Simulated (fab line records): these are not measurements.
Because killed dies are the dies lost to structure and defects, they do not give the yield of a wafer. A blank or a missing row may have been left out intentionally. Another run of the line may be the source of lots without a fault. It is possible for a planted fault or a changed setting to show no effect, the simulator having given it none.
fab line records	flow nand-harc
record lots=12	wafers=35	last-day=33
route steps=1302 shown A_CHANNEL_HOLE_D1@474 A_CHANNEL_FILL_D1@494 END@1302
lots that met no fault: taken from a fault-free run of the same line
start-h: hours from the record's first day to the start of the lot's first wafer shown	wait-h: hours since the lot's step before	" repeats the value in the row above	L1.1+2: a single row standing in for several wafers	- no value, or no start given	* or withheld: withheld	< > ~ a bound
route shown NAME@n: names a module that has steps shown in the file, with the first one's number in the route	usual: average and standard deviation across the fault-free wafers	same: alike in all rows	chamber/n: place in a boat	sites: readings site by site	_std_site: the values' standard deviation	_edge_site: the outer-site mean with the inner-site mean subtracted	radius-mm: for every site, how far away it sits from the centre of the wafer	mask NAME#n: copy n	behind: tool/chamber where the wafer was last shaped	hold: reason for holding the lot/hours on hold/outcome of the hold	device: the transistor (n, p or np) that didn't switch	end of line: the tests these same wafers got at the end of their route	step lacking rows: just its recipe	killed: dies that structure and defects cost at the first sort, which is not the same as the wafer's yield	map: per-die view of a wafer (x killed, . not killed, _ where there is no die)
set.NAME: the setting that was run; set.NAME@STEP: the one run at that earlier step	model.NAME: the simulator's own value behind a step, which no gauge read
one table for each step of the route and one row for each wafer, over a sample of lots
services: from which hour (start-h, from the record's first day; less than 0 if before it) a tool's chamber was out of use, for how many hours, and why
## steps
# step NHARC_A_CHANNEL_HOLE_D1_ETCH_22
# recipe bias-v=3000	source-w=withheld	pressure-mtorr=20	time-s=666.7	ar-flow-sccm=375	c4f8-flow-sccm=89.3	o2-flow-sccm=35.7	temp-c=-20	target-depth-a=16000	chemistry=C4F8/O2/Ar
# usual drypump-motor-current-A=5.8/0.35	mfc-ar-sccm=375.4/1.1	showerhead-plenum-p-Torr=3.69/0.069	throttle-valve-pct=32.155/0.0099
lot.wafer	tool	chamber	start-h	wait-h	drypump-motor-current-A	mfc-ar-sccm	rf-hours-counter-h	showerhead-plenum-p-Torr	throttle-valve-pct
L233.2	har-etch-01	0	209.92	0.4	5.7	375.5	100	3.72	32.162
L233.3	"	1	"	"	6.3	375.2	-	3.72	32.151
L233.5	"	1	"	"	6.3	376.4	-	3.72	32.151
L236.1	har-etch-02	1	230.56	0.4	5.4	374.2	299	3.77	32.163
L236.5	"	1	"	"	5.4	375.6	-	3.76	32.148
L236.6	"	0	"	"	5.7	373.9	-	3.59	32.173
L235.2	har-etch-02	1	242.35	0.4	5.4	374.5	307	3.76	32.154
L235.3	"	0	"	"	5.7	377.3	-	3.59	32.163
L235.6	"	1	"	"	5.4	375.6	-	3.76	32.163
L237.1	har-etch-01	1	247.84	0.4	6.3	375.6	123	3.71	32.167
L237.2	"	0	"	"	5.7	375.4	123	3.71	32.147
L237.6	"	0	"	"	5.7	375.4	-	3.71	32.158
L239.1	har-etch-02	1	261.44	0.4	5.4	377.2	310	3.76	32.164
L239.3	"	1	"	"	5.4	377.3	-	3.76	32.159
L239.6	"	0	"	"	5.7	375.8	-	3.59	32.143
L238.1	har-etch-01	1	261.52	0.4	6.3	375.1	127	3.71	32.155
L238.3	"	1	"	"	6.4	374.6	-	3.71	32.148
L238.6	"	1	"	"	6.4	377.2	-	3.71	32.171
L240.1	har-etch-02	0	282.05	0.4	5.7	374.6	330	3.59	32.148
L240.5	"	1	"	"	5.4	374.3	-	3.76	32.142
L240.6	"	0	"	"	5.7	375.6	-	3.59	32.154
L244.1	har-etch-01	1	324.34	0.4	6.3	373.9	161	3.69	32.144
L244.4	"	1	"	"	6.3	375.3	-	3.69	32.163
L246.1	har-etch-01	0	336.70	0.4	5.7	375.6	173	3.68	32.150
L246.2	"	1	"	"	6.4	374.9	173	3.68	32.149
L246.3	"	1	"	"	6.3	375.4	-	3.68	32.148
L248.2	har-etch-01	1	354.35	0.4	6.3	375.8	184	3.68	32.150
L248.6	"	1	"	"	6.3	375.8	-	3.68	32.163
L248.5	"	0	"	"	5.7	376.5	-	3.68	32.142
L252.1	har-etch-02	0	405.61	0.4	5.7	375.4	8	3.93	32.153
L252.2	"	1	"	"	5.4	374.3	8	3.71	32.167
L252.3	"	1	"	"	5.4	375.5	-	3.71	32.150
L253.1	har-etch-01	0	409.36	0.4	5.7	376.1	215	3.66	32.152
L253.2	"	1	"	"	6.3	373.8	215	3.66	32.144
L253.4	"	1	"	"	6.4	376.5	-	3.66	32.160
# step NHARC_A_CHANNEL_HOLE_D1_ETCH_24
# recipe bias-v=5000	source-w=withheld	pressure-mtorr=20	time-s=906.2	ar-flow-sccm=375	c4f8-flow-sccm=93.8	o2-flow-sccm=31.2	temp-c=-20	target-depth-a=15000	chemistry=C4F8/O2/Ar
# usual drypump-motor-current-A=5.8/0.35	mfc-ar-sccm=374.9/1.1	showerhead-plenum-p-Torr=3.68/0.069	throttle-valve-pct=32.235/0.0083
lot.wafer	tool	chamber	start-h	wait-h	drypump-motor-current-A	mfc-ar-sccm	rf-hours-counter-h	showerhead-plenum-p-Torr	throttle-valve-pct
L233.2	har-etch-01	0	211.19	0.6	5.7	375.3	101	3.72	32.230
L233.3	"	1	"	"	6.3	374.3	-	3.72	32.234
L233.5	"	1	"	"	6.3	375.2	-	3.72	32.226
L236.1	har-etch-02	1	231.82	0.6	5.4	374.8	300	3.76	32.237
L236.5	"	1	"	"	5.4	374.8	-	3.76	32.221
L236.6	"	0	"	"	5.7	375.4	-	3.59	32.219
L235.2	har-etch-02	1	243.65	0.6	5.4	374.4	308	3.76	32.242
L235.3	"	0	"	"	5.7	374.7	-	3.58	32.245
L235.6	"	1	"	"	5.4	374.3	-	3.76	32.232
L237.1	har-etch-01	1	249.12	0.6	6.3	374.7	124	3.70	32.227
L237.2	"	0	"	"	5.7	375.8	124	3.70	32.239
L237.6	"	0	"	"	5.7	374.1	-	3.70	32.238
L239.1	har-etch-02	1	262.74	0.6	5.4	376.1	312	3.75	32.244
L239.3	"	1	"	"	5.4	376.8	-	3.75	32.247
L239.6	"	0	"	"	5.7	373.6	-	3.58	32.248
L238.1	har-etch-01	1	262.77	0.6	6.3	374.6	128	3.70	32.244
L238.3	"	1	"	"	6.3	374.2	-	3.70	32.248
L238.6	"	1	"	"	6.3	374.4	-	3.70	32.233
L240.1	har-etch-02	0	283.34	0.6	5.7	375.7	331	3.58	32.228
L240.5	"	1	"	"	5.4	374.0	-	3.75	32.227
L240.6	"	0	"	"	5.7	375.6	-	3.58	32.246
L244.1	har-etch-01	1	325.63	0.6	6.4	374.2	162	3.68	32.245
L244.4	"	1	"	"	6.3	375.0	-	3.68	32.219
L246.1	har-etch-01	0	337.96	0.6	5.7	376.0	174	3.68	32.225
L246.2	"	1	"	"	6.4	373.4	174	3.68	32.248
L246.3	"	1	"	"	6.3	374.0	-	3.68	32.233
L248.2	har-etch-01	1	355.61	0.6	6.3	375.4	185	3.67	32.220
L248.6	"	1	"	"	6.4	374.9	-	3.67	32.225
L248.5	"	0	"	"	5.7	374.0	-	3.67	32.242
L252.1	har-etch-02	0	406.88	0.6	5.7	374.0	10	3.92	32.233
L252.2	"	1	"	"	5.4	373.5	10	3.71	32.226
L252.3	"	1	"	"	5.4	373.6	-	3.71	32.232
L253.1	har-etch-01	0	410.63	0.6	5.7	376.7	216	3.65	32.240
L253.2	"	1	"	"	6.3	376.3	216	3.65	32.232
L253.4	"	1	"	"	6.4	376.6	-	3.65	32.230
# step NHARC_A_CHANNEL_HOLE_D1_XSEM_31
# recipe landing-energy-ev=35000
# usual bot-cd-nm=74.2/1.3	bow-nm=8.62/0.26	tilt-deg=0.10/0.04
lot.wafer	tool	chamber	start-h	wait-h	bot-cd-nm	bow-nm	tilt-deg
L233.2	xsem-02	0	215.04	0.1	73.9	8.61	0.09
L233.3	"	0	"	"	75.3	8.52	0.09
L233.5	"	0	"	"	71.3	8.69	0.09
L236.1	xsem-01	0	235.43	0.1	75.4	8.69	0.08
L236.5	"	0	"	"	75.7	8.76	0.08
L236.6	"	0	"	"	76.2	8.77	0.08
L235.2	xsem-02	0	247.02	0.1	74.0	8.29	0.15
L235.3	"	0	"	"	73.4	8.18	0.14
L235.6	"	0	"	"	72.4	8.33	0.14
L237.1	xsem-01	0	252.60	0.1	72.7	9.10	0.12
L237.2	"	0	"	"	73.2	9.15	0.12
L237.6	"	0	"	"	74.8	9.05	0.12
L239.1	xsem-02	0	266.08	0.1	72.5	8.25	0.10
L239.3	"	0	"	"	72.6	8.29	0.10
L239.6	"	0	"	"	72.7	8.25	0.10
L238.1	xsem-01	0	266.22	0.1	75.1	8.41	0.10
L238.3	"	0	"	"	75.2	8.55	0.09
L238.6	"	0	"	"	76.3	8.39	0.10
L240.1	xsem-02	0	286.71	0.1	73.2	8.71	0.03
L240.5	"	0	"	"	74.9	8.58	0.03
L240.6	"	0	"	"	73.8	8.67	0.03
L244.1	xsem-01	0	328.99	0.1	75.2	8.15	0.14
L244.4	"	0	"	"	73.9	8.10	0.14
L246.1	xsem-01	0	341.44	0.1	72.6	8.59	0.05
L246.2	"	0	"	"	73.3	8.67	0.05
L246.3	"	0	"	"	72.0	8.77	0.05
L248.2	xsem-02	0	359.23	0.1	72.6	8.94	0.04
L248.5	"	0	"	"	76.2	8.96	0.04
L248.6	"	0	"	"	73.5	8.96	0.04
L252.1	xsem-01	0	410.37	0.1	73.8	8.46	0.18
L252.2	"	0	"	"	75.7	8.45	0.18
L252.3	"	0	"	"	75.3	8.49	0.18
L253.1	xsem-02	0	414.08	0.1	75.1	8.68	0.07
L253.2	"	0	"	"	74.2	8.88	0.07
L253.4	"	0	"	"	73.6	8.75	0.07
# step NHARC_A_CHANNEL_FILL_D1_ALD_14
# recipe target-thk-a=25	pulse-time-s=10	ald-cycles=25	temp-c=300	material=SiO2
# usual ald-cycles=25/0	heater-power-w=475/63	precursor-pulse-height-rel=1.001/0.02
lot.wafer	tool	chamber	start-h	wait-h	ald-cycles	heater-power-w	precursor-pulse-height-rel	since-wet-clean-h
L233.2	ald-hk-01	3	222.42	0.1	25	508	0.992	92
L233.3	"	0	"	"	25	470	1.005	92
L233.5	"	2	"	"	25	443	1.010	-
L236.1	ald-hk-03	0	242.79	0.0	25	440	0.968	17
L236.5	"	0	"	"	25	439	1.046	-
L236.6	"	1	"	"	25	461	0.984	-
L235.3	ald-hk-02	3	255.02	0.8	25	601	0.961	73
L235.2	"	1	"	"	25	387	1.006	73
L235.6	"	3	"	"	25	606	0.999	-
L237.2	ald-hk-03	2	260.48	0.0	25	602	1.005	35
L237.1	"	3	"	"	25	442	1.020	35
L237.6	"	2	"	"	25	597	0.991	-
L238.1	ald-hk-03	2	273.43	0.1	25	608	1.003	48
L238.3	"	3	"	"	25	442	1.025	48
L238.6	"	1	"	"	25	464	1.026	-
L239.1	ald-hk-01	2	273.43	0.1	25	454	1.012	143
L239.3	"	3	"	"	25	531	1.016	143
L239.6	"	1	"	"	25	402	0.997	-
L240.1	ald-hk-02	3	294.06	0.1	25	598	0.978	112
L240.5	"	2	"	"	25	439	0.975	-
L240.6	"	3	"	"	25	589	0.986	-
L244.4	ald-hk-01	1	336.39	0.1	25	408	1.020	28
L244.1	"	3	"	"	9	508	1.011	28
L246.1	ald-hk-02	2	348.73	0.1	25	439	0.986	167
L246.2	"	3	"	"	25	612	0.977	167
L246.3	"	0	"	"	25	484	1.028	167
L248.2	ald-hk-03	2	366.77	0.1	25	617	0.991	141
L248.5	"	1	"	"	25	461	0.994	-
L248.6	"	2	"	"	25	614	1.013	-
L252.1	ald-hk-03	3	418.09	0.0	25	480	1.015	15
L252.3	"	0	"	"	25	427	1.002	15
L252.2	"	1	"	"	25	445	0.991	15
L253.1	ald-hk-03	0	423.91	0.1	25	439	0.992	20
L253.4	"	1	"	"	25	454	1.014	20
L253.2	"	2	"	"	25	610	0.992	20
# step NHARC_END_SORT_01
# recipe temp-c=25
# usual killed-at-array=49/18	killed-at-other=0.8/1	killed-at-periphery=4.2/2.8	killed-dies=54/18	killed-open=3.0/1.7	killed-short=2.5/1.6
# same gross-dies=677
lot.wafer	tool	chamber	start-h	wait-h	killed-at-array	killed-at-other	killed-at-periphery	killed-dies	killed-open	killed-short
L233.2	prober-02	0	614.29	2.8	15	2	8	25	4	3
L233.3	prober-02	0	615.08	3.1	17	3	14	34	2	2
L233.5	prober-02	0	616.66	3.7	21	1	14	36	5	3
L236.1	prober-02	0	621.22	2.5	62	2	2	66	0	3
L236.5	prober-02	0	624.45	3.7	69	1	5	75	3	2
L236.6	prober-02	0	625.26	4.0	61	1	3	65	3	6
L237.1	prober-01	0	632.32	2.5	43	2	1	46	5	4
L237.2	prober-01	0	633.12	2.8	38	0	3	41	4	5
L237.6	prober-01	0	636.33	4.0	34	2	3	39	3	3
L235.2	prober-02	0	633.13	2.8	62	0	3	65	2	4
L235.3	prober-02	0	633.93	3.1	59	1	3	63	2	0
L235.6	prober-02	0	636.35	4.0	55	0	3	58	2	5
L239.1	prober-02	0	647.58	2.5	84	1	6	91	5	2
L239.3	prober-02	0	649.16	3.1	73	1	6	80	3	4
L239.6	prober-02	0	651.55	4.0	99	0	5	104	5	2
L238.1	prober-01	0	647.63	2.6	46	3	3	52	3	2
L238.3	prober-01	0	649.23	3.1	61	2	3	66	4	5
L238.6	prober-01	0	651.63	4.0	54	2	3	59	3	3
L240.1	prober-02	0	668.32	2.5	85	0	4	89	1	0
L240.5	prober-02	0	671.50	3.7	83	0	3	86	2	0
L240.6	prober-02	0	672.30	4.0	79	2	3	84	1	3
L246.1	prober-02	0	711.62	2.5	34	0	4	38	5	3
L246.2	prober-02	0	712.42	2.8	34	0	3	37	4	4
L246.3	prober-02	0	713.21	3.1	28	0	7	35	6	0
L244.1	prober-02	0	719.44	2.5	59	0	2	61	2	4
L244.4	prober-02	0	721.83	3.4	45	1	2	48	4	4
L248.2	prober-01	0	750.95	2.8	53	3	5	61	3	1
L248.5	prober-01	0	753.35	3.7	42	0	7	49	2	3
L248.6	prober-01	0	754.15	4.0	59	0	1	60	1	0
L252.1	prober-02	0	775.49	2.5	67	0	3	70	4	3
L252.2	prober-02	0	776.29	2.8	66	0	3	69	3	4
L252.3	prober-02	0	777.09	3.1	33	0	5	38	4	2
L253.1	prober-02	0	798.20	2.5	36	0	3	39	2	2
L253.2	prober-02	0	799.00	2.8	62	3	1	66	1	2
L253.4	prober-02	0	800.59	3.4	50	1	1	52	2	3
# killed by level:class
L233.2 P_CONTACT:chamber-film-flake=3 P_M1:chamber-film-flake=3 A_CHANNEL_FILL_D1:chamber-film-flake=3 A_DECK1_JOINT:geometric-particle:open=2 A_CHANNEL_HOLE_D2:chamber-film-flake=2 A_SLIT:chamber-film-flake=2 THIN_TSV:chamber-film-flake=2 P_CONTACT:geometric-particle:open=1
L233.3 P_M1:chamber-film-flake=6 A_CHANNEL_HOLE_D2:chamber-film-flake=6 P_CONTACT:chamber-film-flake=5 THIN_TSV:chamber-film-flake=3 A_CHANNEL_HOLE_D1:chamber-film-flake=2 A_SGD_CUT:chamber-film-flake=2 P_GATE:geometric-particle:short=1 P_M0:geometric-particle:open=1
L233.5 A_CHANNEL_HOLE_D2:chamber-film-flake=6 P_M1:chamber-film-flake=5 P_GATE:chamber-film-flake=3 P_CONTACT:chamber-film-flake=3 A_CONTACT:chamber-film-flake=3 A_SGD_CUT:chamber-film-flake=3 A_WL_FILL:geometric-particle:open=2 P_CONTACT:geometric-particle:short=1
L236.1 A_CHANNEL_HOLE_D1:chamber-film-flake=34 A_SLIT:chamber-film-flake=12 A_CONTACT:chamber-film-flake=6 A_CHANNEL_HOLE_D2:chamber-film-flake=3 A_WL_FILL:chamber-film-flake=2 THIN_TSV:chamber-film-flake=2 P_M1:geometric-particle:short=1 A_CHANNEL_FILL_D1:geometric-particle:short=1
L236.5 A_CHANNEL_HOLE_D1:chamber-film-flake=38 A_SLIT:chamber-film-flake=14 A_CHANNEL_HOLE_D2:chamber-film-flake=7 A_SGD_CUT:chamber-film-flake=3 A_CONTACT:chamber-film-flake=2 P_CONTACT:geometric-particle:short=1 P_CONTACT:geometric-particle:open=1 P_M0:geometric-particle:open=1
L236.6 A_CHANNEL_HOLE_D1:chamber-film-flake=23 A_SLIT:chamber-film-flake=15 A_CONTACT:chamber-film-flake=6 A_SGD_CUT:chamber-film-flake=4 A_CHANNEL_HOLE_D2:chamber-film-flake=3 A_CHANNEL_HOLE_D1:geometric-particle:short=2 P_ZERO_WELL:chamber-film-flake=2 P_M2:geometric-particle:short=1
L237.1 A_SLIT:chamber-film-flake=23 A_CHANNEL_HOLE_D2:chamber-film-flake=6 A_CHANNEL_HOLE_D1:chamber-film-flake=3 A_CONTACT:chamber-film-flake=3 A_CHANNEL_FILL_D1:geometric-particle:open=2 THIN_TSV:chamber-film-flake=2 P_M1:geometric-particle:open=1 A_ONON_D1:geometric-particle:short=1
L237.2 A_SLIT:chamber-film-flake=18 A_CHANNEL_HOLE_D2:chamber-film-flake=10 A_CHANNEL_FILL_D1:geometric-particle:short=2 A_CONTACT:chamber-film-flake=2 P_CONTACT:geometric-particle:open=1 P_M0:geometric-particle:open=1 A_SOURCE_PLATE:geometric-particle:short=1 A_ONON_D1:geometric-particle:short=1
L235.2 A_CHANNEL_HOLE_D2:chamber-film-flake=26 A_CHANNEL_HOLE_D1:chamber-film-flake=23 A_CONTACT:chamber-film-flake=3 A_CHANNEL_FILL_D1:chamber-film-flake=2 P_CONTACT:geometric-particle:short=1 A_ONON_D1:geometric-particle:open=1 A_ONON_D1:geometric-particle:short=1 A_ONON_D2:geometric-particle:short=1
L235.3 A_CHANNEL_HOLE_D2:chamber-film-flake=37 A_CHANNEL_HOLE_D1:chamber-film-flake=17 P_ZERO_WELL:chamber-film-flake=2 A_CHANNEL_HOLE_D1:geometric-particle:open=1 A_CHANNEL_FILL_D2:geometric-particle:open=1 P_M0:chamber-film-flake=1 A_CHANNEL_FILL_D1:chamber-film-flake=1 A_SLIT:chamber-film-flake=1
L237.6 A_CHANNEL_HOLE_D2:chamber-film-flake=14 A_SLIT:chamber-film-flake=10 A_WL_FILL:chamber-film-flake=2 THIN_TSV:chamber-film-flake=2 P_CONTACT:geometric-particle:open=1 P_CONTACT:geometric-particle:short=1 A_ONON_D1:geometric-particle:open=1 A_SGD_CUT:geometric-particle:short=1
L235.6 A_CHANNEL_HOLE_D2:chamber-film-flake=23 A_CHANNEL_HOLE_D1:chamber-film-flake=23 A_CONTACT:geometric-particle:short=2 P_M2:geometric-particle:open=1 A_ONON_D2:geometric-particle:short=1 A_CHANNEL_FILL_D2:geometric-particle:short=1 A_CHANNEL_FILL_D2:geometric-particle:open=1 A_WL_FILL:geometric-particle:short=1
L239.1 A_SLIT:chamber-film-flake=29 A_CHANNEL_HOLE_D2:chamber-film-flake=24 A_CHANNEL_HOLE_D1:chamber-film-flake=20 P_STI:chamber-film-flake=4 A_CONTACT:chamber-film-flake=3 P_CONTACT:geometric-particle:open=2 A_WL_FILL:geometric-particle:short=2 A_ONON_D2:geometric-particle:open=1
L238.1 A_SLIT:chamber-film-flake=29 A_CHANNEL_HOLE_D2:chamber-film-flake=7 A_CHANNEL_HOLE_D1:chamber-film-flake=3 A_WL_FILL:chamber-film-flake=3 THIN_TSV:chamber-film-flake=3 P_GATE:geometric-particle:open=1 P_M2:geometric-particle:short=1 A_BLC:geometric-particle:open=1
L239.3 A_CHANNEL_HOLE_D2:chamber-film-flake=31 A_CHANNEL_HOLE_D1:chamber-film-flake=17 A_SLIT:chamber-film-flake=14 P_STI:chamber-film-flake=3 A_CONTACT:chamber-film-flake=3 P_M1:geometric-particle:short=1 A_ONON_D1:geometric-particle:open=1 A_ONON_D1:geometric-particle:short=1
L238.3 A_SLIT:chamber-film-flake=35 A_CHANNEL_HOLE_D2:chamber-film-flake=11 P_CONTACT:geometric-particle:short=2 A_WL_FILL:geometric-particle:short=2 A_STAIRCASE:chamber-film-flake=2 A_WL_FILL:chamber-film-flake=2 A_BONDPAD:chamber-film-flake=2 THIN_TSV:chamber-film-flake=2
L239.6 A_CHANNEL_HOLE_D2:chamber-film-flake=38 A_SLIT:chamber-film-flake=28 A_CHANNEL_HOLE_D1:chamber-film-flake=22 A_CHANNEL_FILL_D1:chamber-film-flake=4 P_STI:chamber-film-flake=3 A_WL_FILL:geometric-particle:short=2 P_M0:geometric-particle:open=1 A_CHANNEL_FILL_D2:geometric-particle:open=1
L238.6 A_SLIT:chamber-film-flake=29 A_CHANNEL_HOLE_D2:chamber-film-flake=11 A_ZERO_WELL:chamber-film-flake=2 THIN_TSV:chamber-film-flake=2 A_STAIRCASE:chamber-film-flake=2 A_WL_FILL:chamber-film-flake=2 P_ZERO_WELL:geometric-particle:open=1 P_GATE:geometric-particle:open=1
L240.1 A_SLIT:chamber-film-flake=26 A_CHANNEL_HOLE_D1:chamber-film-flake=25 A_CHANNEL_HOLE_D2:chamber-film-flake=17 A_CONTACT:chamber-film-flake=10 P_ZERO_WELL:chamber-film-flake=3 A_CHANNEL_FILL_D2:chamber-film-flake=3 A_ONON_D1:geometric-particle:open=1 P_STI:chamber-film-flake=1
L240.5 A_CHANNEL_HOLE_D1:chamber-film-flake=42 A_SLIT:chamber-film-flake=15 A_CHANNEL_HOLE_D2:chamber-film-flake=11 A_CONTACT:chamber-film-flake=8 A_STAIRCASE:chamber-film-flake=4 P_M2:geometric-particle:open=1 A_CHANNEL_FILL_D1:geometric-particle:open=1 P_ZERO_WELL:chamber-film-flake=1
L240.6 A_SLIT:chamber-film-flake=33 A_CHANNEL_HOLE_D1:chamber-film-flake=21 A_CHANNEL_HOLE_D2:chamber-film-flake=9 A_CONTACT:chamber-film-flake=4 A_CHANNEL_FILL_D1:chamber-film-flake=3 A_CHANNEL_FILL_D2:chamber-film-flake=3 A_STAIRCASE:chamber-film-flake=3 THIN_TSV:chamber-film-flake=2
L246.1 A_STAIRCASE:chamber-film-flake=7 A_CHANNEL_HOLE_D1:chamber-film-flake=5 A_CONTACT:chamber-film-flake=4 A_CHANNEL_HOLE_D2:chamber-film-flake=4 A_WL_FILL:geometric-particle:open=2 P_CONTACT:chamber-film-flake=2 A_CHANNEL_FILL_D2:chamber-film-flake=2 A_SLIT:chamber-film-flake=2
L246.2 A_CHANNEL_HOLE_D1:chamber-film-flake=8 A_CONTACT:chamber-film-flake=5 A_CHANNEL_HOLE_D2:chamber-film-flake=4 A_SLIT:chamber-film-flake=4 A_STAIRCASE:chamber-film-flake=2 P_CONTACT:geometric-particle:short=1 A_ONON_D1:geometric-particle:open=1 A_DECK1_JOINT:geometric-particle:short=1
L246.3 A_CHANNEL_HOLE_D1:chamber-film-flake=7 A_CONTACT:chamber-film-flake=6 A_CHANNEL_HOLE_D2:chamber-film-flake=5 A_CHANNEL_FILL_D1:geometric-particle:open=3 P_STI:chamber-film-flake=3 A_SLIT:chamber-film-flake=3 P_M0:geometric-particle:open=1 A_SOURCE_PLATE:geometric-particle:open=1
L244.1 A_SLIT:chamber-film-flake=34 A_CHANNEL_HOLE_D1:chamber-film-flake=7 A_STAIRCASE:chamber-film-flake=5 A_CONTACT:chamber-film-flake=5 A_DECK1_JOINT:chamber-film-flake=2 A_SOURCE_PLATE:geometric-particle:short=1 A_ONON_D1:geometric-particle:short=1 A_CHANNEL_FILL_D1:geometric-particle:open=1
L244.4 A_SLIT:chamber-film-flake=15 A_CHANNEL_HOLE_D1:chamber-film-flake=8 A_STAIRCASE:chamber-film-flake=7 A_CONTACT:chamber-film-flake=3 A_CHANNEL_FILL_D2:chamber-film-flake=2 A_SOURCE_PLATE:geometric-particle:short=1 A_ONON_D1:geometric-particle:open=1 A_CHANNEL_HOLE_D1:geometric-particle:short=1
L248.2 A_SLIT:chamber-film-flake=15 A_CHANNEL_HOLE_D1:chamber-film-flake=14 A_CONTACT:chamber-film-flake=7 A_CHANNEL_HOLE_D2:chamber-film-flake=5 P_CONTACT:chamber-film-flake=4 A_STAIRCASE:chamber-film-flake=4 A_CHANNEL_FILL_D2:chamber-film-flake=3 THIN_TSV:chamber-film-flake=3
L248.5 A_SLIT:chamber-film-flake=21 A_STAIRCASE:chamber-film-flake=6 A_CONTACT:chamber-film-flake=5 A_CHANNEL_HOLE_D1:chamber-film-flake=3 A_CHANNEL_HOLE_D2:chamber-film-flake=2 P_GATE:geometric-particle:open=1 P_GATE:geometric-particle:short=1 P_CONTACT:geometric-particle:short=1
L248.6 A_SLIT:chamber-film-flake=36 A_CHANNEL_HOLE_D1:chamber-film-flake=7 A_CONTACT:chamber-film-flake=7 A_STAIRCASE:chamber-film-flake=2 A_SGD_CUT:chamber-film-flake=2 A_WL_FILL:chamber-film-flake=2 A_WL_FILL:geometric-particle:open=1 P_GATE:chamber-film-flake=1
L252.1 A_SLIT:chamber-film-flake=39 A_CHANNEL_HOLE_D2:chamber-film-flake=17 A_CONTACT:chamber-film-flake=2 P_M0:geometric-particle:open=1 A_SOURCE_PLATE:geometric-particle:open=1 A_SOURCE_PLATE:geometric-particle:short=1 A_ONON_D2:geometric-particle:open=1 A_SGD_CUT:geometric-particle:short=1
L252.2 A_CHANNEL_HOLE_D2:chamber-film-flake=33 A_SLIT:chamber-film-flake=20 A_CONTACT:chamber-film-flake=6 P_M0:geometric-particle:short=2 A_CHANNEL_HOLE_D1:geometric-particle:open=1 A_ONON_D2:geometric-particle:short=1 A_ONON_D2:geometric-particle:open=1 A_CHANNEL_HOLE_D2:geometric-particle:short=1
L252.3 A_SLIT:chamber-film-flake=12 A_CHANNEL_HOLE_D2:chamber-film-flake=11 P_ZERO_WELL:chamber-film-flake=3 A_CONTACT:chamber-film-flake=3 P_GATE:geometric-particle:open=1 P_M0:geometric-particle:short=1 A_SOURCE_PLATE:geometric-particle:short=1 A_ONON_D2:geometric-particle:open=1
L253.1 A_SLIT:chamber-film-flake=15 A_CHANNEL_HOLE_D1:chamber-film-flake=7 A_CONTACT:chamber-film-flake=5 A_SGD_CUT:chamber-film-flake=3 P_CONTACT:geometric-particle:short=1 P_M0:geometric-particle:open=1 A_CHANNEL_FILL_D1:geometric-particle:short=1 A_M1:geometric-particle:open=1
L253.2 A_SLIT:chamber-film-flake=36 A_CHANNEL_HOLE_D1:chamber-film-flake=10 A_CONTACT:chamber-film-flake=6 A_CHANNEL_HOLE_D2:chamber-film-flake=4 THIN_TSV:chamber-film-flake=3 A_WL_FILL:geometric-particle:short=1 A_BLC:geometric-particle:short=1 A_M0:geometric-particle:open=1
L253.4 A_CHANNEL_HOLE_D1:chamber-film-flake=19 A_SLIT:chamber-film-flake=16 A_CONTACT:chamber-film-flake=6 A_SGD_CUT:chamber-film-flake=2 P_M1:geometric-particle:open=1 A_DECK1_JOINT:geometric-particle:short=1 A_CHANNEL_FILL_D2:geometric-particle:short=1 A_SGD_CUT:geometric-particle:open=1
## services
tool	chamber	start-h	hours	kind
har-etch-02	1	201.94	-	consumable-replace:focus-ring
har-etch-02	1	201.94	17.0	scheduled-down
har-etch-02	1	201.94	17.0	vent-cycle
ald-hk-03	-	215.62	10.0	pm
ald-hk-03	0	215.62	10.0	vent-cycle
ald-hk-03	1	215.62	10.0	vent-cycle
ald-hk-03	2	215.62	10.0	vent-cycle
ald-hk-03	3	215.62	10.0	vent-cycle
ald-hk-03	0	225.62	-	clean
ald-hk-01	-	298.66	10.0	pm
ald-hk-03	-	347.55	1.4	repair
ald-hk-03	-	349.42	1.0	repair
ald-hk-02	-	349.70	10.0	pm
xsem-01	-	374.00	14.0	pm
har-etch-02	-	378.39	17.0	pm
har-etch-02	0	378.39	17.0	vent-cycle
har-etch-02	1	378.39	17.0	vent-cycle
ald-hk-03	-	393.62	10.0	pm
har-etch-02	0	395.39	-	clean
har-etch-02	0	395.39	-	consumable-replace:focus-ring
har-etch-02	0	395.39	-	consumable-replace:showerhead
har-etch-02	1	395.39	-	clean
har-etch-02	1	395.39	-	consumable-replace:esc
xsem-01	-	417.60	4.6	repair
## key
first-sign step=NHARC_A_CHANNEL_FILL_D1_ALD_14	reading=ald-cycles	direction=down	sigmas=99+	usual=25	struck=9
effect none on later readings
met-at NHARC_A_CHANNEL_FILL_D1_ALD_14
struck-lots L244
struck-wafers L244.1
tester-left-out L244
not-acting-at NHARC_A_CHANNEL_HOLE_D1_ETCH_22,NHARC_A_CHANNEL_HOLE_D1_ETCH_24,NHARC_A_CHANNEL_HOLE_D1_XSEM_31
onset-between 273.43 336.39
fault kind=process-parameter-drift	tool=ald-hk-01	chamber=3	onset-h=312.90	steps=NHARC_A_CHANNEL_FILL_D1_ALD_14	channel=ald-cycles	offset=-16	shape=step	acts-in=these-recipes-only	stated=25
# tester-left-out: of these lots the tester's yield and bins aren't shown, on N5 and GAA mostly nor the transistor test; their killed dies are dies lost to structure and defects alone, not to doping, threshold or leakage, so they don't give the yield
